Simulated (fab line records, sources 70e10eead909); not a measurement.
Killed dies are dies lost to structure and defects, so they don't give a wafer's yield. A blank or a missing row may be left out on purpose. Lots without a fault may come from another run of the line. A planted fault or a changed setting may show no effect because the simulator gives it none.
Which tool did it? | flow nand_harc | 14 lots, 42 wafers sampled, at 4 steps of a route of 1159

WHAT THE GAUGES READ, wafer by wafer
The record holds no reading of a measuring or inspecting step that can be judged against a usual standard deviation.

WHICH TOOL RAN EACH LOT (tool, then ch and the chambers of the sampled wafers, then the start)
lot  | NHARC_A_SLIT_DEP_23             | NHARC_A_SLIT_DESCUM_14             | NHARC_A_SLIT_ETCH_15               | NHARC_A_SLIT_ETCH_29
L288 | pecvd-02 ch 0,1, day 14 02:41   | rie_diel-13 ch 1,2,3, day 14 03:34 | rie_diel-13 ch 2,3, day 14 03:47   | rie_diel-13 ch 0,1,3, day 14 07:57
L289 | pecvd-01 ch 0,1, day 14 17:31   | rie_diel-13 ch 1,3, day 14 18:23   | rie_diel-13 ch 1,3, day 14 18:49   | rie_diel-13 ch 0,1, day 14 21:29
L290 | pecvd-01 ch 0,1,2, day 15 06:43 | rie_diel-01 ch 1,3, day 15 07:32   | rie_diel-01 ch 0,2, day 15 07:46   | rie_diel-02 ch 0,1, day 15 12:43
L291 | pecvd-01 ch 0,1,2, day 15 06:51 | rie_diel-13 ch 0,2,3, day 15 07:43 | rie_diel-13 ch 1,2,3, day 15 07:54 | rie_diel-01 ch 0,2,3, day 15 13:05
L292 | pecvd-03 ch 1,2, day 15 08:39   | rie_diel-02 ch 1,2, day 15 09:29   | rie_diel-02 ch 0,1, day 15 09:43   | rie_diel-01 ch 0,1,2, day 15 14:24
L295 | pecvd-02 ch 0,2, day 16 00:06   | rie_diel-01 ch 1,2, day 16 00:50   | rie_diel-01 ch 1,3, day 16 01:04   | rie_diel-13 ch 0,3, day 16 03:44
L294 | pecvd-03 ch 1,2, day 16 01:07   | rie_diel-13 ch 0,2,3, day 16 01:58 | rie_diel-13 ch 0,2,3, day 16 02:08 | rie_diel-13 ch 1,2,3, day 16 04:49
L296 | pecvd-02 ch 1,2, day 16 19:02   | rie_diel-02 ch 0,2,3, day 16 19:55 | rie_diel-02 ch 0,3, day 16 20:05   | rie_diel-02 ch 1,2,3, day 17 01:05
L297 | pecvd-01 ch 0,2, day 16 20:18   | rie_diel-01 ch 1,2, day 16 21:04   | rie_diel-01 ch 0,2, day 16 21:15   | rie_diel-13 ch 0,1,2, day 17 01:52
L303 | pecvd-02 ch 0,1,2, day 18 02:34 | rie_diel-01 ch 0,1,2, day 18 03:26 | rie_diel-01 ch 0,1,2, day 18 03:37 | rie_diel-01 ch 0,1,2, day 18 06:20
L306 | pecvd-02 ch 0,1,2, day 19 00:43 | rie_diel-01 ch 0,1,3, day 19 01:37 | rie_diel-01 ch 2,3, day 19 02:04   | rie_diel-13 ch 1,3, day 19 06:16
L308 | pecvd-02 ch 0,2, day 19 00:51   | rie_diel-13 ch 0,1,2, day 19 01:46 | rie_diel-13 ch 1,2,3, day 19 02:02 | rie_diel-02 ch 1,2,3, day 19 04:37
L307 | pecvd-01 ch 0,1,2, day 19 02:38 | rie_diel-02 ch 2,3, day 19 03:23   | rie_diel-02 ch 1,3, day 19 03:33   | rie_diel-02 ch 0,2, day 19 06:17
L311 | pecvd-03 ch 0,1,2, day 19 16:46 | rie_diel-02 ch 1,2,3, day 19 17:38 | rie_diel-02 ch 0,1,2, day 19 17:49 | rie_diel-13 ch 0,1,3, day 19 20:31
- NHARC_A_SLIT_DEP_23: deposits SiON, target thk 100 nm.
- NHARC_A_SLIT_DESCUM_14: chemistry O2, time 3 s.
- NHARC_A_SLIT_ETCH_15: etches the open film in O2/COS, target depth 3200 nm, time 832 s.
- NHARC_A_SLIT_ETCH_29: etches the open film in CF4/O2, target depth 100 nm, overetch 10 nm, time 55 s.

WHAT THE TOOLS THEMSELVES READ (means of the sampled wafers that have a number; where no wafer has one, the mark that the record gives instead)
NHARC_A_SLIT_DEP_23.
lot  | tool     | heater_power_w (W)
L288 | pecvd-02 | 705
L289 | pecvd-01 | 757
L290 | pecvd-01 | 799
L291 | pecvd-01 | 784
L292 | pecvd-03 | 751
L295 | pecvd-02 | 779
L294 | pecvd-03 | 696
L296 | pecvd-02 | 796
L297 | pecvd-01 | 823
L303 | pecvd-02 | 764
L306 | pecvd-02 | 777
L308 | pecvd-02 | 748
L307 | pecvd-01 | 778
L311 | pecvd-03 | 739

NHARC_A_SLIT_DESCUM_14.
lot  | tool        | drypump_motor_current_A (A) | oes_product_au (a.u.) | rf_vpp_V (V) | showerhead_plenum_p_Torr (Torr) | throttle_valve_pct (%)
L288 | rie_diel-13 | 5.9                         | 1.014                 | 57.3         | 1.92                            | 11.310
L289 | rie_diel-13 | 6.0                         | 1.015                 | 57.7         | 1.87                            | 11.319
L290 | rie_diel-01 | 5.7                         | 1.004                 | 58.1         | 1.89                            | 11.324
L291 | rie_diel-13 | 5.9                         | 1.003                 | 57.8         | 1.90                            | 11.318
L292 | rie_diel-02 | 5.8                         | 1.011                 | 57.3         | 1.94                            | 11.313
L295 | rie_diel-01 | 6.2                         | 1.000                 | 57.4         | 1.88                            | 11.319
L294 | rie_diel-13 | 5.9                         | 1.016                 | 57.5         | 1.90                            | 11.304
L296 | rie_diel-02 | 5.7                         | 1.006                 | 58.4         | 1.89                            | 11.310
L297 | rie_diel-01 | 6.2                         | 1.000                 | 57.8         | 1.88                            | 11.322
L303 | rie_diel-01 | 6.5                         | 1.008                 | 58.3         | 1.93                            | 11.313
L306 | rie_diel-01 | 6.0                         | 1.000                 | 57.4         | 1.94                            | 11.307
L308 | rie_diel-13 | 6.1                         | 1.000                 | 58.2         | 1.89                            | 11.309
L307 | rie_diel-02 | 5.4                         | 1.003                 | 57.0         | 1.85                            | 11.311
L311 | rie_diel-02 | 5.5                         | 1.002                 | 57.9         | 1.89                            | 11.316

NHARC_A_SLIT_ETCH_15.
lot  | tool        | drypump_motor_current_A (A) | oes_product_au (a.u.) | rf_vpp_V (V) | run_length_s (s) | showerhead_plenum_p_Torr (Torr) | throttle_valve_pct (%)
L288 | rie_diel-13 | 5.7                         | 1.008                 | 315.1        | 853.5            | 3.20                            | 28.331
L289 | rie_diel-13 | 6.0                         | 1.008                 | 313.1        | 853.1            | 3.05                            | 28.328
L290 | rie_diel-01 | 6.7                         | 1.000                 | 315.9        | 852.9            | 3.24                            | 28.333
L291 | rie_diel-13 | 5.9                         | 1.008                 | 314.0        | 853.0            | 3.13                            | 28.330
L292 | rie_diel-02 | 5.7                         | 1.000                 | 314.4        | 852.4            | 3.11                            | 28.326
L295 | rie_diel-01 | 5.5                         | 1.008                 | 314.3        | 852.8            | 3.11                            | 28.323
L294 | rie_diel-13 | 5.9                         | 1.001                 | 313.8        | 853.4            | 3.10                            | 28.329
L296 | rie_diel-02 | 5.4                         | 1.000                 | 311.7        | 853.1            | 3.00                            | 28.336
L297 | rie_diel-01 | 6.7                         | 1.001                 | 316.1        | 853.0            | 3.24                            | 28.328
L303 | rie_diel-01 | 6.5                         | 1.006                 | 314.1        | 675.2            | 3.15                            | 28.342
L306 | rie_diel-01 | 6.2                         | 1.004                 | 313.1        | 675.1            | 3.11                            | 28.337
L308 | rie_diel-13 | 5.9                         | 0.998                 | 315.4        | 853.2            | 3.12                            | 28.317
L307 | rie_diel-02 | 5.4                         | 1.004                 | 312.7        | 853.1            | 3.06                            | 28.327
L311 | rie_diel-02 | 5.7                         | 1.009                 | 313.5        | 852.7            | 3.14                            | 28.335

NHARC_A_SLIT_ETCH_29.
lot  | tool        | drypump_motor_current_A (A) | oes_product_au (a.u.) | rf_vpp_V (V) | run_length_s (s) | showerhead_plenum_p_Torr (Torr) | throttle_valve_pct (%)
L288 | rie_diel-13 | 6.1                         | 0.991                 | 197.7        | 76.1             | 1.29                            | 13.397
L289 | rie_diel-13 | 6.3                         | 0.998                 | 196.8        | 75.7             | 1.28                            | 13.390
L290 | rie_diel-02 | 5.6                         | 1.009                 | 196.9        | 75.5             | 1.33                            | 13.407
L291 | rie_diel-01 | 6.2                         | 0.995                 | 198.6        | 75.8             | 1.36                            | 13.401
L292 | rie_diel-01 | 6.5                         | 1.000                 | 197.9        | 75.8             | 1.35                            | 13.394
L295 | rie_diel-13 | 6.1                         | 0.999                 | 197.3        | 76.3             | 1.28                            | 13.401
L294 | rie_diel-13 | 5.8                         | 1.005                 | 196.9        | 76.3             | 1.34                            | 13.399
L296 | rie_diel-02 | 5.5                         | 1.004                 | 197.7        | 75.8             | 1.32                            | 13.397
L297 | rie_diel-13 | 6.1                         | 1.005                 | 196.7        | 75.9             | 1.32                            | 13.403
L303 | rie_diel-01 | 6.5                         | 1.000                 | 198.5        | 75.8             | 1.35                            | 13.397
L306 | rie_diel-13 | 5.8                         | 1.000                 | 198.1        | 76.4             | 1.31                            | 13.398
L308 | rie_diel-02 | 5.5                         | 1.009                 | 197.6        | 75.8             | 1.32                            | 13.401
L307 | rie_diel-02 | 5.8                         | 1.007                 | 198.2        | 75.5             | 1.34                            | 13.400
L311 | rie_diel-13 | 6.1                         | 0.993                 | 196.9        | 76.2             | 1.29                            | 13.396

THE ANSWER, worked out from the rows above alone
Rule: what is usual is taken from the lots themselves. Put in order of their means at a reading, lots are off if they are a third of the lots or fewer, leave a main group of 4 or more, and stand apart from it by a gap of 3 or more times the standard deviation of the main group's means; of several such gaps the widest counts. A main group whose means are all the same, to the digits that the tables above print for the reading, isn't used. A lot without any number at a reading at which 4 lots or more have one is off too. The other lots that the step has rows for count as sound. The gauges are gone through in route order, then the tools' own readings, and for those a lot's mean is taken as printed above. The first step at which some lot is off is used, and at that step the reading that is off furthest; a lot without a number counts as furthest.
Off: L303, L306, at NHARC_A_SLIT_ETCH_15 (run_length_s). The main group: mean 853.0 s, standard deviation 0.29.
A tool fits if, at that step or a process step before it, it ran every lot that is off, and no sound lot after the first of them. One fits: rie_diel-01 at NHARC_A_SLIT_DESCUM_14 and NHARC_A_SLIT_ETCH_15. At NHARC_A_SLIT_DESCUM_14 its last sound lot is L297 (day 16 21:04), its first lot that is off L303 (day 18 03:26): a fault that began between those two fits.

WHAT THE SIMULATOR HAD PUT IN
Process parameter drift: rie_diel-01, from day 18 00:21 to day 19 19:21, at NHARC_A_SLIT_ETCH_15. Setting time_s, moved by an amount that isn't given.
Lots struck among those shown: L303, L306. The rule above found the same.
